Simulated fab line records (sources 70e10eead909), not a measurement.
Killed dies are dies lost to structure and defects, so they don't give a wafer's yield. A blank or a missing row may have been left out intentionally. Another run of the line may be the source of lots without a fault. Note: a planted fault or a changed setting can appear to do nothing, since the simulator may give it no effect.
fab line records	flow nandHarc
record: lots: 7	wafers: 15	lastDay: 33
route steps=1302 shown A_CHANNEL_HOLE_D1@480 A_CHANNEL_FILL_D1@490 A_DECK1_JOINT@518 END@1301
lots that met no fault: taken from a fault-free run of the same line
startH: start of the lot's first displayed wafer, in hours after the record's first day	waitH: hours elapsed since this lot's preceding step	" as in the row above	L1.1+2: a single row standing in for several wafers	- no value, or no start given	* or withheld: withheld	< > ~ a bound
route shown NAME@n: names a module that has steps shown in the file, with the first one's number in the route	usual: mean/standard deviation of fault-free wafers	same: alike in all rows	chamber/n: place in a boat	sites: each site's reading	_std_site: the values' standard deviation	_edge_site: outer sites' mean less inner sites'	radiusMm: for every site, how far away it sits from the centre of the wafer	mask NAME#n: copy n	behind: the most recent tool/chamber to have shaped the wafer	hold: reason for holding the lot/hours on hold/outcome of the hold	device: the transistor (n, p or np) that didn't switch	end of line: the tests these same wafers got at the end of their route	a step given without rows: its recipe and nothing more	killed: count of dies lost to structure and defects at first sort (not the wafer's yield)	map: a wafer's dies, marking killed ones x, the rest . and places with no die _
set.NAME: the setting that was run; set.NAME@STEP: the one run at that earlier step	model.NAME: the simulator's own value behind a step, which no gauge read
certain route steps with their lots: each step a table, each wafer a row
services: the hour from which a tool's chamber was out of use, counted from the record's first day as startH (under 0 if before that day), plus the number of hours and why
== steps ==
step: NHARC_A_CHANNEL_HOLE_D1_STRIP_41
recipe: n2FlowSccm: 150	h2FlowSccm: 150	arFlowSccm: 0	biasW: 0	chemistry: N2/H2
step: NHARC_A_CHANNEL_HOLE_D1_STRIP_42
recipe: cf4FlowSccm: 100	chf3FlowSccm: 30	arFlowSccm: 0	biasW: 0	chemistry: CF4/CHF3
step: NHARC_A_CHANNEL_HOLE_D1_STRIP_43
recipe: o2FlowSccm: 400	cosFlowSccm: 20	arFlowSccm: 0	biasW: 0	chemistry: O2/COS
step: NHARC_A_CHANNEL_HOLE_D1_ETCH_44
recipe: targetDepthA: 1400	overetchA: 140	timeS: 77	ionEnergyEv: 100	cf4FlowSccm: 80	o2FlowSccm: 20	arFlowSccm: 0	rfW: 300	biasW: 100	chemistry: CF4/O2
step: NHARC_A_CHANNEL_HOLE_D1_STRIP_27
recipe: o2FlowSccm: 500	arFlowSccm: 0	biasW: 0	chemistry: O2
step: NHARC_A_CHANNEL_HOLE_D1_PRECLEAN_28
recipe: timeS: *	tempC: 50	bathAgeMin: 0	chemistry: SC1
step: NHARC_A_CHANNEL_HOLE_D1_SRD_29
step: NHARC_A_CHANNEL_HOLE_D1_CD_MEAS_30
usual: cdNm: 90.6/1.3
lot.wafer	tool	chamber	startH	waitH	cdNm
L643.3	cdSem-02	-	268.65	-	93.0
L643.4	"	-	"	"	90.3
L643.5	"	-	"	"	91.2
L647.2	cdSem-03	-	306.85	-	91.0
L647.4	"	-	"	"	89.2
L647.5	"	-	"	"	90.4
L649.6	cdSem-02	-	328.41	-	90.0
L650.6	cdSem-02	-	328.99	-	89.3
L651.2	cdSem-02	-	346.81	-	92.3
L651.3	"	-	"	"	91.3
L651.6	"	-	"	"	91.0
L653.6	cdSem-02	-	368.45	-	92.4
L657.2	cdSem-03	-	410.79	-	88.9
L657.3	"	-	"	"	89.7
L657.4	"	-	"	"	89.1
step: NHARC_A_CHANNEL_HOLE_D1_XSEM_31
recipe: landingEnergyEv: 35000
usual: botCdNm: 75.2/1.4	bowNm: 8.7/0.35	tiltDeg: 0.09/0.043
lot.wafer	tool	chamber	startH	waitH	botCdNm	bowNm	tiltDeg
L643.3	xsem-02	0	268.75	0.1	78.5	8.4	0.07
L643.4	"	0	"	"	75.5	8.4	0.07
L643.5	"	0	"	"	77.2	8.4	0.07
L647.2	xsem-01	0	306.93	0.1	75.0	9.0	0.11
L647.4	"	0	"	"	73.3	8.9	0.11
L647.5	"	0	"	"	74.4	8.9	0.11
L649.6	xsem-02	0	328.51	0.1	74.9	7.7	0.03
L650.6	xsem-01	0	329.08	0.1	73.6	8.4	0.10
L651.2	xsem-02	0	346.90	0.1	78.0	9.2	0.03
L651.3	"	0	"	"	77.0	9.1	0.03
L651.6	"	0	"	"	76.4	9.2	0.03
L653.6	xsem-02	0	368.55	0.1	76.9	8.6	0.02
L657.2	xsem-01	0	410.87	0.1	73.7	8.6	0.10
L657.3	"	0	"	"	74.2	8.6	0.10
L657.4	"	0	"	"	73.6	8.6	0.10
step: NHARC_A_CHANNEL_HOLE_D1_INSPECT_40
usual: rawDefectCount: 70/24
lot.wafer	tool	chamber	startH	waitH	rawDefectCount
L643.3	defectInspect-02	-	268.84	-	51
L643.4	"	-	"	"	70
L643.5	"	-	"	"	67
L647.2	defectInspect-01	-	307.03	-	39
L647.4	"	-	"	"	58
L647.5	"	-	"	"	52
L649.6	defectInspect-01	-	328.59	-	41
L650.6	defectInspect-01	-	329.17	-	118
L651.2	defectInspect-02	-	347.00	-	76
L651.3	"	-	"	"	98
L651.6	"	-	"	"	88
L653.6	defectInspect-01	-	368.63	-	88
L657.2	defectInspect-02	-	410.97	-	42
L657.3	"	-	"	"	53
L657.4	"	-	"	"	71
step: NHARC_A_CHANNEL_FILL_D1_PRECLEAN_00
recipe: timeS: *	tempC: 50	bathAgeMin: 0	chemistry: SC1
step: NHARC_A_CHANNEL_FILL_D1_SRD_01
step: NHARC_A_CHANNEL_FILL_D1_ALD_02
recipe: targetThkA: 60	pulseTimeS: 10	aldCycles: 60	tempC: 300	material: SiO2
usual: aldCycles: 60/0	heaterPowerW: 458/37	precursorPulseHeightRel: 0.997/0.02
lot.wafer	tool	chamber	startH	waitH	aldCycles	heaterPowerW	precursorPulseHeightRel
L643.3	aldHk-04	2	269.07	0.1	60	447	1.014
L643.4	"	3	"	"	60	440	0.956
L643.5	"	2	"	"	60	436	0.996
L647.2	aldHk-01	3	309.15	-	60	481	1.029
L647.4	"	1	"	"	60	420	1.014
L647.5	"	0	"	"	60	415	1.005
L649.6	aldHk-01	0	329.08	-	118	441	0.984
L650.6	aldHk-01	0	329.72	-	118	426	1.003
L651.3	aldHk-03	2	347.19	-	60	469	0.991
L651.2	"	1	"	"	60	511	1.023
L651.6	"	3	"	"	60	429	1.005
L653.6	aldHk-01	1	369.23	0.5	118	431	1.024
L657.4	aldHk-03	3	411.16	-	60	493	1.040
L657.3	"	0	"	"	60	380	1.004
L657.2	"	2	"	"	60	459	0.998
step: NHARC_A_CHANNEL_FILL_D1_ALD_03
recipe: targetThkA: 60	pulseTimeS: 60	aldCycles: 58	tempC: 630	pressureTorr: 2	material: SiNx
step: NHARC_A_CHANNEL_FILL_D1_ALD_14
recipe: targetThkA: 25	pulseTimeS: 10	aldCycles: 25	tempC: 300	material: SiO2
usual: aldCycles: 25/0	heaterPowerW: 461/39	precursorPulseHeightRel: 1.003/0.02
lot.wafer	tool	chamber	startH	waitH	aldCycles	heaterPowerW	precursorPulseHeightRel
L643.3	aldHk-03	3	276.13	0.1	25	446	1.004
L643.4	"	1	"	"	25	516	0.980
L643.5	"	2	"	"	25	464	1.004
L647.2	aldHk-03	1	316.18	0.1	25	521	0.981
L647.4	"	3	"	"	25	451	0.992
L647.5	"	1	"	"	25	517	0.995
L650.6	aldHk-01	1	335.91	0.2	25	417	0.993
L649.6	aldHk-03	1	336.12	0.4	25	520	0.997
L651.3	aldHk-03	0	354.20	0.0	25	418	0.992
L651.2	"	1	"	"	25	512	1.014
L651.6	"	1	"	"	25	527	0.976
L653.6	aldHk-01	3	376.05	0.2	25	477	0.993
L657.3	aldHk-04	3	417.70	0.0	25	436	0.999
L657.2	"	0	"	"	25	523	1.001
L657.4	"	2	"	"	25	443	1.013
step: NHARC_A_CHANNEL_FILL_D1_ALD_15
recipe: targetThkA: 20	pulseTimeS: 60	aldCycles: 19	tempC: 630	pressureTorr: 2	material: SiNx
step: NHARC_A_CHANNEL_FILL_D1_ALD_16
recipe: targetThkA: 15	pulseTimeS: 10	aldCycles: 15	tempC: 300	material: SiO2
step: NHARC_A_CHANNEL_FILL_D1_ANNEAL_17
recipe: tempC: 850	timeS: 1800
step: NHARC_A_CHANNEL_FILL_D1_CVD_18
recipe: targetThkA: 30	tempC: 550	material: poly-Si
step: NHARC_A_CHANNEL_FILL_D1_ETCHBACK_19
recipe: targetDepthA: 50	timeS: 1.7	hbrFlowSccm: 150	cl2FlowSccm: 50	rfW: 400	icpW: 400	biasW: 100	chemistry: HBr/Cl2
step: NHARC_A_CHANNEL_FILL_D1_ETCHBACK_20
recipe: targetDepthA: 270	timeS: 13.5	c4f8FlowSccm: withheld	o2FlowSccm: 8	arFlowSccm: withheld	rfW: 600	biasW: 1500	chemistry: C4F8/O2/Ar
usual: oesProductAu: 0.96/0.04	rfFwdPowerW: 587.5/2.6	rfVppV: 979/6.5
lot.wafer	tool	chamber	startH	waitH	oesProductAu	rfFwdPowerW	rfHoursCounterH	rfVppV
L643.3	rieDiel-09	0	294.26	-	0.91	591.2	8.1	982
L643.4	"	3	"	"	0.93	588.0	-	985
L643.5	"	1	"	"	0.93	587.0	-	981
L647.4	rieDiel-13	0	334.59	-	0.92	582.8	9.7	970
L647.2	"	2	"	"	0.94	589.5	10.4	981
L647.5	"	0	"	"	0.91	584.2	-	971
L650.6	rieDiel-12	2	353.56	-	0.93	583.6	-	971
L649.6	rieDiel-13	0	353.56	-	1.01	585.4	-	971
L651.2	rieDiel-13	1	371.53	-	1.01	582.8	1.2	981
L651.3	"	3	"	"	1.00	589.5	0.9	974
L651.6	"	2	"	"	1.00	593.8	-	981
L653.6	rieDiel-12	0	393.24	-	1.01	589.1	-	973
L657.4	rieDiel-13	0	435.75	-	0.92	586.2	5.0	969
L657.2	"	2	"	"	0.92	589.6	5.5	982
L657.3	"	3	"	"	0.99	590.0	4.9	975
step: NHARC_A_CHANNEL_FILL_D1_STRIP_28
recipe: timeS: 20	o2FlowSccm: 500	arFlowSccm: 0	biasW: 0	chemistry: O2
step: NHARC_A_CHANNEL_FILL_D1_PRECLEAN_21
recipe: timeS: 30	chemistry: dHF
step: NHARC_A_CHANNEL_FILL_D1_SRD_23
step: NHARC_A_CHANNEL_FILL_D1_CVD_05
recipe: targetThkA: 50	tempC: 550	material: poly-Si
step: NHARC_A_CHANNEL_FILL_D1_ANNEAL_22
recipe: tempC: 620	timeS: 7200
step: NHARC_A_CHANNEL_FILL_D1_ALD_25
recipe: targetThkA: 600	pulseTimeS: 10	aldCycles: 600	tempC: 300	material: SiOx
usual: aldCycles: 600/0	heaterPowerW: 461/38	precursorPulseHeightRel: 1.002/0.021
lot.wafer	tool	chamber	startH	waitH	aldCycles	heaterPowerW	precursorPulseHeightRel
L643.4	aldHk-04	2	306.99	0.8	600	443	0.993
L643.3	"	0	308.21	2.0	600	512	0.978
L643.5	"	1	"	"	600	443	0.979
L647.4	aldHk-04	0	346.49	0.1	600	508	0.974
L647.2	"	3	348.34	1.9	600	436	1.011
L647.5	"	1	349.57	3.1	600	459	1.036
L649.6	aldHk-04	3	368.14	2.7	600	440	1.008
L650.6	aldHk-03	2	368.63	3.2	600	468	1.015
L651.3	aldHk-01	0	384.68	1.3	600	438	0.984
L651.2	"	1	"	"	600	425	1.071
L651.6	"	2	"	"	600	513	1.003
L653.6	aldHk-03	3	408.07	3.2	600	484	1.039
L657.3	aldHk-03	2	447.57	0.1	600	472	1.011
L657.4	"	0	448.80	1.3	600	390	1.008
L657.2	"	1	"	"	600	564	1.005
step: NHARC_A_CHANNEL_FILL_D1_ETCHBACK_08
recipe: targetDepthA: 2200	timeS: 110	c4f8FlowSccm: 20	arFlowSccm: withheld	rfW: 600	biasW: 300	chemistry: C4F8
usual: oesProductAu: 0.96/0.036	rfFwdPowerW: 596.2/2.3	rfVppV: 441.5/2.9
lot.wafer	tool	chamber	startH	waitH	oesProductAu	rfFwdPowerW	rfHoursCounterH	rfVppV
L643.4	rieDiel-12	3	-	-	0.99	598.0	2.2	443.3
L643.3	"	1	"	"	1.00	597.3	2.5	444.8
L643.5	"	3	"	"	0.98	595.4	-	444.2
L647.4	rieDiel-12	3	-	-	0.92	597.7	4.0	443.9
L647.2	"	0	"	"	0.93	598.9	4.3	438.2
L647.5	"	0	"	"	0.93	597.4	-	437.9
L649.6	rieDiel-13	2	-	-	0.93	601.1	-	441.7
L650.6	rieDiel-12	0	-	-	0.94	597.3	-	438.2
L651.2	rieDiel-13	1	-	-	0.93	593.9	1.8	444.1
L651.3	"	3	"	"	0.93	596.0	1.9	440.1
L651.6	"	1	"	"	0.93	595.0	-	443.4
L653.6	rieDiel-12	2	-	-	0.93	597.3	-	435.2
L657.4	rieDiel-13	0	-	-	0.91	596.5	6.1	437.3
L657.3	"	1	"	"	0.94	594.4	6.4	443.8
L657.2	"	3	"	"	0.93	600.5	6.0	438.8
step: NHARC_A_CHANNEL_FILL_D1_STRIP_29
recipe: timeS: 20	o2FlowSccm: 500	arFlowSccm: 0	biasW: 0	chemistry: O2
step: NHARC_A_CHANNEL_FILL_D1_PRECLEAN_30
recipe: timeS: 30	chemistry: dHF
step: NHARC_A_CHANNEL_FILL_D1_SRD_31
step: NHARC_A_CHANNEL_FILL_D1_CVD_09
recipe: targetThkA: 1500	tempC: 620	pressureMtorr: 200	timeS: 3000	material: poly-Si
step: NHARC_A_CHANNEL_FILL_D1_CMP_10
recipe: targetThkNm: 150
step: NHARC_A_CHANNEL_FILL_D1_SRD_12
step: NHARC_A_CHANNEL_FILL_D1_INSPECT_13
usual: rawDefectCount: 305/130
lot.wafer	tool	chamber	startH	waitH	rawDefectCount
L643.3	defectInspect-01	-	318.04	0.0	154
L643.4	"	-	"	"	295
L643.5	"	-	"	"	272
L647.2	defectInspect-02	-	358.31	0.0	218
L647.4	"	-	"	"	234
L647.5	"	-	"	"	329
L650.6	defectInspect-02	-	377.40	0.0	311
L649.6	defectInspect-02	-	377.40	0.0	248
L651.2	defectInspect-01	-	395.27	0.0	199
L651.3	"	-	"	"	205
L651.6	"	-	"	"	237
L653.6	defectInspect-01	-	416.79	0.0	618
L657.2	defectInspect-02	-	459.40	0.0	201
L657.3	"	-	"	"	190
L657.4	"	-	"	"	193
step: NHARC_A_DECK1_JOINT_ETCHBACK_07
recipe: targetDepthA: 1050	timeS: 26.9	hbrFlowSccm: 150	rfW: 350	icpW: 350	biasW: 60	chemistry: HBr
step: NHARC_A_DECK1_JOINT_ETCH_25
recipe: targetDepthA: 5	chemistry: dHF	material: SiO2
step: NHARC_A_DECK1_JOINT_ETCH_19
recipe: tempC: 25	targetDepthA: 30	chemistry: TMAH	material: poly-Si
step: NHARC_A_DECK1_JOINT_ETCH_18
recipe: targetDepthA: 30	chemistry: dHF	material: SiO2
step: NHARC_END_WLT_00
usual: VT_DECK1_BOTTOM: 0.871/0.0074	VT_DECK1_BOTTOM_INNER: 0.870/0.008	VT_DECK1_MEDIAN_NEAR_BOTTOM: 0.872/0.0076	VT_DECK1_MEDIAN_NEAR_BOTTOM_INNER: 0.873/0.0073	VT_DECK1_MIDDLE: 0.884/0.0074	VT_DECK1_MIDDLE_INNER: 0.883/0.0075	VT_DECK1_TOP: 0.894/0.0075	VT_DECK1_TOP_INNER: 0.894/0.0077	VT_DECK2_BOTTOM: 0.866/0.0087	VT_DECK2_BOTTOM_INNER: 0.866/0.0092	VT_DECK2_MEDIAN_NEAR_BOTTOM: 0.866/0.0091	VT_DECK2_MEDIAN_NEAR_BOTTOM_INNER: 0.868/0.0087	VT_DECK2_MIDDLE: 0.881/0.0082	VT_DECK2_MIDDLE_INNER: 0.880/0.0083	VT_DECK2_TOP: 0.893/0.0085	VT_DECK2_TOP_INNER: 0.893/0.0084
lot.wafer	tool	chamber	startH	waitH	VT_DECK1_BOTTOM	VT_DECK1_BOTTOM_INNER	VT_DECK1_MEDIAN_NEAR_BOTTOM	VT_DECK1_MEDIAN_NEAR_BOTTOM_INNER	VT_DECK1_MIDDLE	VT_DECK1_MIDDLE_INNER	VT_DECK1_TOP	VT_DECK1_TOP_INNER	VT_DECK2_BOTTOM	VT_DECK2_BOTTOM_INNER	VT_DECK2_MEDIAN_NEAR_BOTTOM	VT_DECK2_MEDIAN_NEAR_BOTTOM_INNER	VT_DECK2_MIDDLE	VT_DECK2_MIDDLE_INNER	VT_DECK2_TOP	VT_DECK2_TOP_INNER
L643.3	prober-01	-	632.06	1.1	0.869	0.880	0.882	0.885	0.878	0.885	0.888	0.898	0.856	0.868	0.859	0.853	0.875	0.875	0.894	0.890
L643.4	"	-	"	"	0.879	0.862	0.867	0.875	0.879	0.883	0.896	0.902	0.854	0.850	0.857	0.865	0.869	0.863	0.882	0.892
L643.5	"	-	"	"	0.881	0.863	0.874	0.877	0.886	0.892	0.894	0.892	0.852	0.850	0.850	0.854	0.864	0.870	0.889	0.885
L647.2	prober-02	-	686.37	0.6	0.869	0.877	0.881	0.876	0.892	0.877	0.896	0.911	0.869	0.868	0.867	0.869	0.879	0.879	0.888	0.877
L647.4	"	-	687.37	1.6	0.875	0.879	0.877	0.874	0.890	0.885	0.905	0.905	0.870	0.864	0.867	0.862	0.878	0.883	0.902	0.898
L647.5	"	-	"	"	0.877	0.878	0.885	0.875	0.892	0.889	0.907	0.906	0.871	0.866	0.875	0.871	0.876	0.887	0.891	0.889
L650.6	prober-02	-	704.68	2.5	0.883	0.888	0.884	0.884	0.902	0.899	0.916	0.923	0.879	0.877	0.869	0.878	0.893	0.890	0.902	0.908
L649.6	prober-01	-	704.69	2.5	0.896	0.896	0.893	0.900	0.912	0.914	0.930	0.926	0.865	0.861	0.869	0.867	0.880	0.881	0.896	0.894
L651.2	prober-01	-	718.05	0.5	0.881	0.877	0.882	0.883	0.887	0.889	0.899	0.881	0.878	0.870	0.873	0.870	0.889	0.888	0.909	0.900
L651.3	"	-	"	"	0.873	0.881	0.874	0.883	0.885	0.883	0.894	0.892	0.868	0.862	0.863	0.863	0.876	0.877	0.903	0.892
L651.6	"	-	720.05	2.5	0.871	0.880	0.873	0.873	0.886	0.880	0.894	0.894	0.869	0.866	0.871	0.872	0.881	0.886	0.901	0.899
L653.6	prober-02	-	720.07	2.6	0.907	0.897	0.908	0.904	0.916	0.912	0.930	0.922	0.879	0.878	0.873	0.885	0.896	0.887	0.899	0.893
L657.2	prober-02	-	789.56	0.6	0.880	0.877	0.871	0.880	0.890	0.874	0.901	0.905	0.868	0.865	0.866	0.876	0.879	0.886	0.888	0.889
L657.3	"	-	"	"	0.878	0.867	0.878	0.878	0.890	0.884	0.898	0.907	0.856	0.857	0.861	0.863	0.875	0.873	0.892	0.886
L657.4	"	-	"	"	0.873	0.871	0.874	0.871	0.890	0.887	0.903	0.900	0.855	0.858	0.862	0.864	0.881	0.876	0.891	0.888
step: NHARC_END_SORT_01
recipe: tempC: 25
usual: killedAtArray: 62/20	killedAtOther: 0.8/1.1	killedAtPeriphery: 3.5/2.4	killedDies: 66/21	killedOpen: 3.5/1.9	killedShort: 2.5/1.7
same: grossDies: 677
lot.wafer	tool	chamber	startH	waitH	killedAtArray	killedAtOther	killedAtPeriphery	killedDies	killedOpen	killedShort
L643.3	prober-01	0	635.67	3.1	25	2	2	29	3	0
L643.4	prober-01	0	636.46	3.4	37	0	1	38	5	2
L643.5	prober-01	0	637.25	3.7	43	0	1	44	9	1
L649.6	prober-01	0	709.17	4.0	26	1	3	30	2	5
L653.6	prober-02	0	724.52	4.0	60	4	7	71	5	2
L657.2	prober-02	0	792.88	2.8	69	0	7	76	2	1
L657.3	prober-02	0	793.68	3.1	56	0	7	63	1	1
L657.4	prober-02	0	794.48	3.4	58	1	3	62	2	4
killed by level:class
L643.3 A_CHANNEL_HOLE_D2:chamberFilmFlake=10 A_CHANNEL_HOLE_D1:chamberFilmFlake=2 A_CHANNEL_FILL_D2:chamberFilmFlake=2 A_STAIRCASE:chamberFilmFlake=2 A_SLIT:chamberFilmFlake=2 A_CONTACT:chamberFilmFlake=2 THIN_TSV:chamberFilmFlake=2 P_STI:geometricParticle:open=1
L643.4 A_CHANNEL_HOLE_D2:chamberFilmFlake=14 A_CHANNEL_HOLE_D1:chamberFilmFlake=5 A_CONTACT:chamberFilmFlake=4 A_WL_FILL:chamberFilmFlake=3 A_ONON_D1:geometricParticle:open=1 A_CHANNEL_FILL_D1:geometricParticle:open=1 A_CHANNEL_FILL_D2:geometricParticle:open=1 A_WL_FILL:geometricParticle:short=1
L643.5 A_CHANNEL_HOLE_D2:chamberFilmFlake=16 A_CONTACT:chamberFilmFlake=5 A_WL_FILL:chamberFilmFlake=4 A_CHANNEL_HOLE_D1:chamberFilmFlake=3 A_ONON_D2:geometricParticle:open=2 A_STAIRCASE:chamberFilmFlake=2 A_SLIT:chamberFilmFlake=2 A_ONON_D1:geometricParticle:open=1
L649.6 A_CHANNEL_HOLE_D1:chamberFilmFlake=8 A_SLIT:chamberFilmFlake=4 A_CONTACT:chamberFilmFlake=3 A_CHANNEL_FILL_D1:chamberFilmFlake=2 A_STAIRCASE:chamberFilmFlake=2 P_STI:geometricParticle:short=1 A_CHANNEL_FILL_D1:geometricParticle:open=1 A_DECK1_JOINT:geometricParticle:short=1
L653.6 A_CHANNEL_HOLE_D1:chamberFilmFlake=23 A_SLIT:chamberFilmFlake=22 A_CHANNEL_FILL_D2:chamberFilmFlake=4 THIN_TSV:chamberFilmFlake=4 A_CONTACT:chamberFilmFlake=4 P_STI:chamberFilmFlake=3 A_STAIRCASE:chamberFilmFlake=3 P_CONTACT:geometricParticle:open=1
L657.2 A_SLIT:chamberFilmFlake=36 A_CHANNEL_HOLE_D2:chamberFilmFlake=22 P_GATE:chamberFilmFlake=4 P_M1:chamberFilmFlake=3 A_CHANNEL_HOLE_D1:chamberFilmFlake=2 A_STAIRCASE:chamberFilmFlake=2 A_WL_FILL:chamberFilmFlake=2 A_BLC:chamberFilmFlake=2
L657.3 A_CHANNEL_HOLE_D2:chamberFilmFlake=25 A_SLIT:chamberFilmFlake=21 A_STAIRCASE:chamberFilmFlake=3 A_WL_FILL:chamberFilmFlake=3 P_ZERO_WELL:chamberFilmFlake=2 P_GATE:chamberFilmFlake=2 A_CHANNEL_HOLE_D1:chamberFilmFlake=2 P_CONTACT:geometricParticle:open=1
L657.4 A_SLIT:chamberFilmFlake=25 A_CHANNEL_HOLE_D2:chamberFilmFlake=17 A_WL_FILL:chamberFilmFlake=3 A_BLC:chamberFilmFlake=3 P_GATE:chamberFilmFlake=2 A_SOURCE_PLATE:geometricParticle:open=1 A_CHANNEL_FILL_D1:geometricParticle:short=1 A_ONON_D2:geometricParticle:short=1
== services ==
tool	chamber	startH	hours	kind
rieDiel-12	-	268.41	9.0	pm
rieDiel-13	2	279.44	1.5	repair
rieDiel-09	2	280.90	45.9	repair
rieDiel-13	-	282.80	0.6	repair
rieDiel-09	3	288.76	1.9	repair
aldHk-01	-	299.15	10.0	pm
rieDiel-12	3	301.34	2.5	repair
rieDiel-09	0	311.22	8.4	repair
rieDiel-09	-	320.10	9.0	pm
rieDiel-12	1	331.82	1.4	repair
rieDiel-12	2	338.85	6.5	repair
rieDiel-13	-	342.06	9.0	pm
xsem-01	-	342.47	5.9	repair
xsem-01	-	374.00	14.0	pm
rieDiel-12	-	374.42	0.3	repair
rieDiel-12	3	389.04	8.3	repair
aldHk-03	2	392.23	10.0	ventCycle
aldHk-03	3	392.23	10.0	ventCycle
rieDiel-09	0	399.93	1.3	repair
aldHk-03	0	402.23	-	clean
aldHk-03	1	402.23	-	clean
aldHk-03	2	402.23	-	clean
aldHk-03	3	402.23	-	clean
rieDiel-12	-	445.41	9.0	pm
== key ==
firstSign: step: NHARC_A_CHANNEL_FILL_D1_ALD_02	reading: aldCycles	direction: up	sigmas: 99+	usual: 60	struck: 118
effect: step: NHARC_END_WLT_00	reading: VT_DECK1_TOP	direction: up	sigmas: 4.2	usual: 0.894	struck: 0.925
metAt NHARC_A_CHANNEL_FILL_D1_ALD_02
struckWafers L649.6,L650.6,L653.6
testerLeftOut L649,L650,L653
onsetBetween 309.15 329.08
fault: kind: processParameterDrift	tool: aldHk-01	chamber: -	onsetH: 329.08	steps: NHARC_A_CHANNEL_FILL_D1_ALD_02	channel: aldCycles	offset: 58	shape: step	endH: 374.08	scope: struckWafersOnly	actsIn: theseRecipesOnly	stated: 60
testerLeftOut: of these lots the tester's yield and bins aren't shown, on N5 and GAA mostly nor the transistor test; their killed dies are dies lost to structure and defects alone, not to doping, threshold or leakage, so they don't give the yield
